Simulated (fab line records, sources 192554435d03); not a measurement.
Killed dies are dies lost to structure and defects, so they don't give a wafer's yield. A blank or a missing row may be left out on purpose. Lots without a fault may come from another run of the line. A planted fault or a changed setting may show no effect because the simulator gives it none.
fab line records | flow n5_finfet
record lots=10 wafers=28 last_day=16
route steps=1938 shown BEOL_M2@922 BEOL_M3@954 BEOL_M4@1111 PASSIVATION@1936
lots that met no fault: from a run of the same line without faults
start_h: hours from the record's first day to the start of the lot's first wafer shown | wait_h: hours since the lot's step before | " the same as in the row above | L1.1+2: a row that stands for several wafers | - no value, or no start given | * or withheld: withheld | < > ~ a bound
route shown NAME@n: a module of which the file shows steps, and the number in the route of the first | usual: mean/standard deviation of fault-free wafers | same: alike in all rows | chamber/n: place in a boat | sites: the reading at each site | _std_site: their standard deviation | _edge_site: outer sites' mean less inner sites' | radius_mm: how far each site lies from the wafer's centre | mask NAME#n: copy n | behind: the tool/chamber that last shaped the wafer | hold: why the lot was held/for how many hours/how that ended | device: the transistor (n, p or np) that didn't switch | end of line: the same wafers' tests at the end of the route | a step without rows: its recipe alone | killed: dies lost to structure and defects at the first sort, not the wafer's yield | map: a wafer's dies, x killed, . not, _ none there
set.NAME: the setting as run; set.NAME@STEP: as run at that earlier step | model.NAME: the simulator's own value behind a step, which no gauge read
steps of the route over a sample of lots; a table a step, a row a wafer
services: from which hour (start_h, from the record's first day; less than 0 if before it) a tool's chamber was out of use, for how many hours, and why
## steps
# step N5_BEOL_M2_ANNEAL_51
# recipe temp_c=225 time_s=90 ambient=N2
# usual wafer_temp_C_max=226.0/0.45
# columns lot.wafer tool chamber start_h wait_h wafer_temp_C_max
L660.3 rtp_anneal-02 0 144.12 0.1 226.0
L660.5 " 0 " " 225.9
L660.6 " 0 " " 225.5
L662.3 rtp_anneal-02 0 156.67 0.1 226.0
L662.4 " 0 " " 225.9
L662.6 " 0 " " 225.7
L664.1 rtp_anneal-01 0 171.18 0.3 226.0
L664.3 " 0 " " 226.0
L664.6 " 0 " " 226.5
L667.2 rtp_anneal-02 0 181.90 0.2 225.4
L667.5 " 0 " " 225.6
L667.6 " 0 " " 225.8
L669.3 rtp_anneal-02 0 195.63 0.1 226.1
L669.4 " 0 " " 225.9
L670.3 rtp_anneal-02 0 201.08 0.1 225.7
L670.4 " 0 " " 225.7
L670.6 " 0 " " 225.8
L673.4 rtp_anneal-01 0 223.09 0.2 226.4
L673.5 " 0 " " 226.7
L674.1 rtp_anneal-02 0 224.40 0.1 225.3
L674.3 " 0 " " 225.7
L674.5 " 0 " " 225.5
L681.2 rtp_anneal-01 0 261.78 0.2 226.4
L681.3 " 0 " " 226.4
L681.5 " 0 " " 226.4
L682.2 rtp_anneal-01 0 275.91 0.1 226.6
L682.4 " 0 " " 225.9
L682.5 " 0 " " 226.4
# step N5_BEOL_M3_HM_OPEN_17
# recipe chemistry=Cl2/BCl3 target_depth_a=200 overetch_a=60 target=TiN mask_material=SOC ion_energy_ev=150 pressure_mtorr=10 icp_w=1000 bias_w=126 Cl2_flow_sccm=53.25 bcl3_flow_sccm=21.75 Ar_flow_sccm=25
# usual drypump_motor_current_A=6.0/0.41 oes_product_au=0.70/0.042 throttle_valve_pct=22.15/0.19
# columns lot.wafer tool chamber start_h wait_h drypump_motor_current_A oes_product_au rf_hours_counter_h throttle_valve_pct
L660.3 rie_metal-03 1 147.05 0.1 6.2 0.80 - 22.49
L660.5 " 1 " " 6.2 0.79 - 22.51
L660.6 " 0 " " 6.5 0.72 - 22.05
L662.3 rie_metal-03 1 161.91 0.1 6.1 0.79 - 22.48
L662.4 " 0 " " 6.5 0.71 - 22.05
L662.6 " 0 " " 6.5 0.73 - 22.05
L664.1 rie_metal-03 0 176.35 0.0 6.5 0.71 21 22.06
L664.3 " 0 " " 6.5 0.72 - 22.06
L664.6 " 0 " " 6.5 0.71 - 22.06
L667.2 rie_metal-02 0 184.44 0.0 6.4 0.66 41 21.89
L667.5 " 1 " " 5.2 0.72 - 22.12
L667.6 " 0 " " 6.4 0.66 - 21.90
L669.3 rie_metal-02 0 198.56 0.1 6.4 0.65 - 21.93
L669.4 " 1 " " 5.2 0.71 - 22.12
L670.3 rie_metal-01 0 203.55 0.1 5.8 0.67 - 22.06
L670.4 " 1 " " 5.8 0.68 - 22.11
L670.6 " 1 " " 5.8 0.68 - 22.11
L673.4 rie_metal-02 1 225.52 0.1 5.2 0.70 - 22.14
L673.5 " 1 " " 5.2 0.70 - 22.12
L674.1 rie_metal-03 0 226.24 0.0 6.5 0.70 26 22.06
L674.3 " 1 " " 6.1 0.76 - 22.48
L674.5 " 0 " " 6.5 0.70 - 22.06
L681.2 rie_metal-01 1 264.63 0.0 5.8 0.65 42 22.16
L681.3 " 0 " " 5.8 0.65 - 22.08
L681.5 " 0 " " 5.8 0.65 - 22.10
L682.2 rie_metal-01 1 278.84 0.0 5.8 0.64 44 22.16
L682.4 " 0 " " 5.8 0.65 - 22.09
L682.5 " 1 " " 5.8 0.65 - 22.16
# step N5_BEOL_M3_EXPOSE_25
# recipe mask_id=V2 na=0.33 source_shape=quasar sigma_inner=0.2 sigma_outer=0.8 polarization=unpolarized defocus_nm=5 dose_mj=63
# usual exposure_dose_mJ_cm2=62.83/0.089
# columns lot.wafer tool chamber start_h wait_h mask exposure_dose_mJ_cm2
L660.3 euv_scanner-02 0 147.40 - V2#0 62.91
L660.5 " 0 " " V2#0 62.95
L660.6 " 0 " " V2#0 62.96
L662.3 euv_scanner-01 0 162.39 - V2#0 62.78
L662.4 " 0 " " V2#0 62.85
L662.6 " 0 " " V2#0 62.81
L664.1 euv_scanner-01 0 176.83 - V2#0 62.72
L664.3 " 0 " " V2#0 62.84
L664.6 " 0 " " V2#0 62.82
L667.2 euv_scanner-01 0 184.81 - V2#0 62.67
L667.5 " 0 " " V2#0 62.81
L667.6 " 0 " " V2#0 62.90
L669.3 euv_scanner-01 0 198.92 - V2#0 62.79
L669.4 " 0 " " V2#0 62.70
L670.3 euv_scanner-01 0 203.90 - V2#0 62.83
L670.4 " 0 " " V2#0 62.75
L670.6 " 0 " " V2#0 62.84
L673.4 euv_scanner-02 0 226.06 - V2#0 62.92
L673.5 " 0 " " V2#0 62.91
L674.1 euv_scanner-02 0 226.64 - V2#0 62.90
L674.3 " 0 " " V2#0 62.91
L674.5 " 0 " " V2#0 63.00
L681.2 euv_scanner-01 0 265.02 - V2#0 58.72
L681.3 " 0 " " V2#0 58.70
L681.5 " 0 " " V2#0 58.72
L682.2 euv_scanner-01 0 279.20 - V2#0 59.60
L682.4 " 0 " " V2#0 59.52
L682.5 " 0 " " V2#0 59.57
# step N5_BEOL_M3_CD_MEAS_28
# recipe target_cd_nm=25.7 landing_energy_ev=500 detector=se_inlens target_cd_y_nm=23.3 polarity=opening
# usual cd_nm=25.68/0.24
# same landing_energy_ev=500
# columns lot.wafer tool chamber start_h wait_h cd_nm
L660.3 cd_sem-02 0 147.53 - 25.86
L660.5 " 0 " " 25.84
L660.6 " 0 " " 25.37
L662.3 cd_sem-03 0 162.52 - 25.24
L662.4 " 0 " " 25.46
L662.6 " 0 " " 25.22
L664.1 cd_sem-01 0 176.97 - 25.69
L664.3 " 0 " " 25.88
L664.6 " 0 " " 25.55
L667.2 cd_sem-01 0 184.95 - 25.60
L667.5 " 0 " " 24.95
L667.6 " 0 " " 25.35
L669.3 cd_sem-01 0 199.05 - 25.81
L669.4 " 0 " " 25.65
L670.3 cd_sem-01 0 204.03 - 25.69
L670.4 " 0 " " 25.46
L670.6 " 0 " " 25.67
L673.4 cd_sem-02 0 226.19 - 25.81
L673.5 " 0 " " 25.57
L674.1 cd_sem-03 0 226.78 - 25.87
L674.3 " 0 " " 25.50
L674.5 " 0 " " 25.83
L681.2 cd_sem-02 0 265.16 - 24.49
L681.3 " 0 " " 24.32
L681.5 " 0 " " 24.22
L682.2 cd_sem-03 0 279.34 - 24.84
L682.4 " 0 " " 25.04
L682.5 " 0 " " 24.46
# step N5_BEOL_M3_ALD_98
# recipe material=SiO2 target_thk_a=25 temp_c=100 ald_precursor_family=BDEAS ald_co_reactant=O2-plasma pulse_time_s=1 co_reactant_pulse_time_s=1 purge_time_s=2 co_reactant_purge_time_s=2 ald_cycles=17 pressure_torr=2
# usual heater_power_w=76/8 precursor_pulse_height_rel=1.001/0.023
# same pulse_time_s=1
# columns lot.wafer tool chamber start_h wait_h heater_power_w precursor_pulse_height_rel since_wet_clean_h
L660.3 ald_sin-03 3 147.78 0.1 80 1.006 245
L660.5 " 0 " " 75 0.959 -
L660.6 " 3 " " 79 1.039 -
L662.3 ald_sin-02 1 162.78 0.1 75 1.013 351
L662.4 " 0 " " 71 0.998 351
L662.6 " 0 " " 71 1.043 -
L664.1 ald_sin-04 2 177.54 0.4 93 1.009 78
L664.3 " 1 " " 76 1.056 78
L664.6 " 1 " " 76 0.985 -
L667.2 ald_sin-04 3 187.11 2.0 71 0.990 87
L667.5 " 3 " " 71 0.990 -
L667.6 " 2 " " 93 1.016 -
L669.3 ald_sin-03 0 199.52 0.1 75 0.992 297
L669.4 " 3 " " 80 0.993 297
L670.3 ald_sin-04 3 205.00 0.4 73 0.990 105
L670.4 " 1 " " 79 0.972 105
L670.6 " 0 " " 74 1.024 -
L673.4 ald_sin-02 3 226.44 0.1 74 0.987 35
L673.5 " 0 " " 71 0.973 -
L674.1 ald_sin-02 1 227.31 0.1 71 1.010 36
L674.3 " 0 " " 70 1.056 36
L674.5 " 3 " " 73 0.995 -
L681.2 ald_sin-04 1 265.45 0.1 79 0.965 166
L681.3 " 2 " " 92 0.998 166
L681.5 " 2 " " 92 1.015 -
L682.2 ald_sin-02 0 279.98 0.4 74 1.044 89
L682.4 " 1 " " 74 1.014 89
L682.5 " 2 " " 84 0.994 -
# step N5_BEOL_M4_RC_MEAS_101
# usual DIBL_N=35.9/1.6 DIBL_P=35.6/2.1 IOFF_N=0.149/0.029 IOFF_P=0.20/0.033 ION_N=671/11 ION_P=460/7.3 SS_N=71.4/0.62 SS_P=73.2/0.65 VT_N=251/3.1 VT_P=-251/3.4
# columns lot.wafer tool chamber start_h wait_h DIBL_N[mV/V] DIBL_P[mV/V] IOFF_N[nA/um] IOFF_P[nA/um] ION_N[uA/um] ION_P[uA/um] SS_N[mV/dec] SS_P[mV/dec] VT_N[mV] VT_P[mV]
L660.3 prober-02 0 165.61 0.3 35.4 33.8 0.133 0.15 662 445 70.8 72.5 251 -258
L660.5 " 0 " " 34.5 34.4 0.124 0.15 656 451 70.5 72.7 254 -256
L660.6 " 0 " " 34.0 34.4 0.116 0.16 655 453 69.8 72.6 254 -257
L662.3 prober-01 0 180.00 0.3 34.8 36.8 0.153 0.19 687 462 71.7 73.5 252 -255
L662.4 " 0 " " 35.9 38.6 0.169 0.20 676 455 72.1 73.4 252 -253
L662.6 " 0 " " 33.8 35.6 0.124 0.17 654 454 71.4 72.9 260 -256
L664.1 prober-02 0 192.97 0.0 34.9 35.5 0.133 0.19 665 451 71.9 72.9 252 -251
L664.3 " 0 " " 32.3 33.0 0.114 0.16 669 456 70.5 73.0 254 -253
L664.6 " 0 " " 33.7 34.1 0.122 0.18 667 464 70.7 72.4 252 -254
L667.2 prober-02 0 205.42 0.2 38.3 37.6 0.182 0.26 680 468 72.3 73.0 247 -248
L667.5 " 0 " " 35.9 34.8 0.149 0.22 675 471 71.2 72.7 250 -245
L667.6 " 0 " " 35.0 33.7 0.126 0.19 663 461 70.9 72.9 252 -251
L669.3 prober-01 0 222.92 0.3 32.7 32.2 0.106 0.16 651 456 70.9 72.7 256 -254
L669.4 " 0 " " 35.6 35.6 0.159 0.21 677 472 70.7 73.2 247 -247
L670.3 prober-01 0 230.72 0.3 36.8 37.4 0.169 0.20 676 460 71.2 72.9 247 -252
L670.4 " 0 " " 38.7 39.8 0.216 0.25 690 467 72.4 74.5 246 -249
L670.6 " 0 " " 37.9 38.5 0.199 0.23 692 472 71.8 74.5 245 -250
L673.4 prober-01 0 247.06 0.5 35.1 33.3 0.135 0.19 662 461 71.3 73.0 253 -251
L673.5 " 0 " " 34.1 32.3 0.118 0.18 664 455 70.7 72.6 254 -251
L674.1 prober-02 0 254.23 0.0 34.7 34.8 0.127 0.18 663 454 71.2 73.1 253 -252
L674.3 " 0 " " 35.5 36.1 0.143 0.19 675 457 71.6 72.4 252 -251
L674.5 " 0 " " 37.9 38.3 0.178 0.23 670 457 72.4 74.4 251 -249
L681.2 prober-02 0 288.99 0.2 36.6 35.6 0.183 0.23 677 466 72.1 73.3 245 -249
L681.3 " 0 " " 35.3 35.2 0.175 0.23 686 469 71.3 73.8 245 -248
L681.5 " 0 " " 35.5 34.1 0.161 0.20 670 457 72.1 73.5 248 -251
L682.2 prober-02 0 300.61 0.2 36.8 35.2 0.157 0.21 681 468 70.7 73.0 253 -250
L682.4 " 0 " " 38.7 38.1 0.199 0.26 683 467 71.9 73.8 245 -244
L682.5 " 0 " " 39.1 38.4 0.213 0.27 697 475 72.5 74.2 244 -248
# step N5_PASSIVATION_PROBE_49
# usual defect_limited_yield=90.9/1.5 killed_at_M0_to_M3=36/9.9 killed_at_M4_up=13/4.5 killed_at_contacts=13/6.4 killed_at_front_end=42/12 killed_at_other=3.4/3 killed_dies=107/18 killed_open=69/13 killed_short=35/8.2 sort_bin_5_function=5.3/1.1 sort_bin_6_memory=3.4/0.69 sort_n_pass=1073/18 sort_yield_pct=90.9/1.5
# same gross_dies=1180 killed_at_back_side=0 sort_bin_4_leakage[%]=0 sort_bin_8_speed[%]=0
# columns lot.wafer tool chamber start_h wait_h defect_limited_yield[%] killed_at_M0_to_M3 killed_at_M4_up killed_at_contacts killed_at_front_end killed_at_other killed_dies killed_open killed_short sort_bin_5_function[%] sort_bin_6_memory[%] sort_n_pass sort_yield_pct[%]
L681.3 prober-01 - 391.73 0.1 90.6 39 19 9 39 5 111 73 35 5.7 3.5 1069 90.6
L681.5 prober-01 - 391.83 0.2 90.4 41 13 15 41 3 113 71 35 4.6 4.3 1067 90.4
# killed by level:class
L681.3 BEOL_M4:geometric_particle:open=14 FIN_SAQP:geometric_particle:short=10 FIN_SAQP:geometric_particle:open=9 BEOL_M0_SAQP:geometric_particle:open=9 MOL_CONTACT_COAG:geometric_particle:open=8 DUMMY_GATE:geometric_particle:open=7 BEOL_M0_SAQP:geometric_particle:short=7 BEOL_M2:geometric_particle:open=5
L681.5 MOL_CONTACT_COAG:geometric_particle:open=12 BEOL_M1:geometric_particle:open=9 FIN_SAQP:geometric_particle:short=8 BEOL_M4:geometric_particle:open=8 BEOL_M0_SAQP:geometric_particle:open=8 BEOL_M0_SAQP:geometric_particle:short=7 FIN_SAQP:geometric_particle:open=6 DUMMY_GATE:geometric_particle:open=6
## services
# columns tool chamber start_h hours kind
euv_scanner-01 - 128.82 0.4 repair
ald_sin-02 - 134.75 2.8 pm
euv_scanner-01 - 138.99 5.4 repair
rie_metal-02 - 141.53 14.6 pm
euv_scanner-02 - 150.55 1.0 pm
euv_scanner-01 - 158.53 1.0 pm
ald_sin-02 - 177.21 14.0 pm
ald_sin-02 0 177.21 14.0 vent_cycle
ald_sin-02 1 177.21 14.0 vent_cycle
ald_sin-02 2 177.21 15.1 vent_cycle
ald_sin-02 3 177.21 14.0 vent_cycle
rie_metal-03 1 181.20 12.1 repair
ald_sin-02 0 191.21 - clean
ald_sin-02 1 191.21 - clean
ald_sin-02 - 206.42 0.3 repair
euv_scanner-02 - 206.70 1.0 pm
euv_scanner-02 - 214.39 1.1 repair
euv_scanner-01 - 215.47 1.0 pm
euv_scanner-01 - 237.32 4.6 pm
euv_scanner-01 - 244.07 1.5 repair
euv_scanner-01 0 246.54 - calibration
rie_metal-03 - 249.95 2.8 pm
euv_scanner-02 - 257.13 72.0 pm
ald_sin-03 - 268.25 14.0 pm
## key
first_sign step=N5_BEOL_M3_EXPOSE_25 reading=exposure_dose_mJ_cm2 direction=down sigmas=42 usual=62.83 struck=59.14
effect step=N5_BEOL_M3_CD_MEAS_28 reading=cd_nm direction=down sigmas=4.6 usual=25.68 struck=24.56 through=control_loop
met_at N5_BEOL_M3_EXPOSE_25
struck_lots L681,L682
loop_trim step=N5_BEOL_M3_EXPOSE_25 setting=dose lots=L682
not_acting_at N5_BEOL_M2_ANNEAL_51,N5_BEOL_M3_HM_OPEN_17,N5_BEOL_M3_ALD_98
onset_between 203.90 265.02
fault kind=process_parameter_drift tool=euv_scanner-01 chamber=- onset_h=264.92 steps=N5_BEOL_M3_EXPOSE_25 channel=dose_mj offset=-4.0121 shape=step acts_in=these_recipes_only stated=63
# loop_trim: a control loop set the setting to another value than it would have without faults
